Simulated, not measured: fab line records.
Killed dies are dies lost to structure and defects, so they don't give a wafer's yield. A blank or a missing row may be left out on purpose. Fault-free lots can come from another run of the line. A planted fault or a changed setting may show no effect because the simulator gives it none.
Which tool did it? ; flow nand harc ; 18 wafers from 6 lots sampled at 2 of the route's 1302 steps

WHAT THE GAUGES SHOWED, per wafer
NHARC_A_DECK1_JOINT_THK_MEAS_17: measures by ellipsometry.
lot;measured;on;thk nm (nm)
L166;day 12 09:56;film metro-01;44.7 44.0 45.7
L176;day 16 20:29;film metro-01;60.6 47.2 60.1
L177;day 17 13:50;film metro-01;61.3 63.2 45.6
L179;day 19 00:14;film metro-01;46.8 44.4 45.3
L185;day 20 19:13;film metro-02;46.2 45.1 46.3
L187;day 21 14:41;film metro-02;42.9 42.3 45.7

WHICH TOOL RAN EACH LOT (tool, then ch and the chambers of the sampled wafers, then the start)
lot;NHARC_A_DECK1_JOINT_DEP_16
L166;pecvd-03 ch 0,2, day 12 09:39
L176;pecvd-01 ch 1,2, day 16 20:14
L177;pecvd-01 ch 1,2, day 17 13:37
L179;pecvd-03 ch 0,1,2, day 18 23:58
L185;pecvd-01 ch 0,2, day 20 18:58
L187;pecvd-02 ch 1,2, day 21 14:24
- NHARC_A_DECK1_JOINT_DEP_16: deposits SiO2, target thk 45 nm.

THE ANSWER, worked out from the rows above alone
Rule: usual is defined by the lots themselves. The widest of any qualifying gaps counts: lots, ordered by their means at a reading, are off when they make up no more than a third of the lots, leave a main group of 4 or more, and stand apart from it by 3 or more times the standard deviation of that group's means. A main group whose means are all the same, to the digits that the tables above print for the reading, isn't used. A lot without any number at a reading at which 4 lots or more have one is off too. All remaining lots with rows at the step are treated as sound.
Off: L176, L177 (NHARC_A_DECK1_JOINT_THK_MEAS_17, thk nm). The main group has a mean of 45.0 nm with a standard deviation of 0.85.
A tool fits if, at a process step before that reading, it ran every lot that is off, and no sound lot after the first of them. Those tools and the gauges at NHARC_A_DECK1_JOINT_THK_MEAS_17 are tried in the same way. Of those tried, none fits.

WHAT THE SIMULATOR HAD PUT IN
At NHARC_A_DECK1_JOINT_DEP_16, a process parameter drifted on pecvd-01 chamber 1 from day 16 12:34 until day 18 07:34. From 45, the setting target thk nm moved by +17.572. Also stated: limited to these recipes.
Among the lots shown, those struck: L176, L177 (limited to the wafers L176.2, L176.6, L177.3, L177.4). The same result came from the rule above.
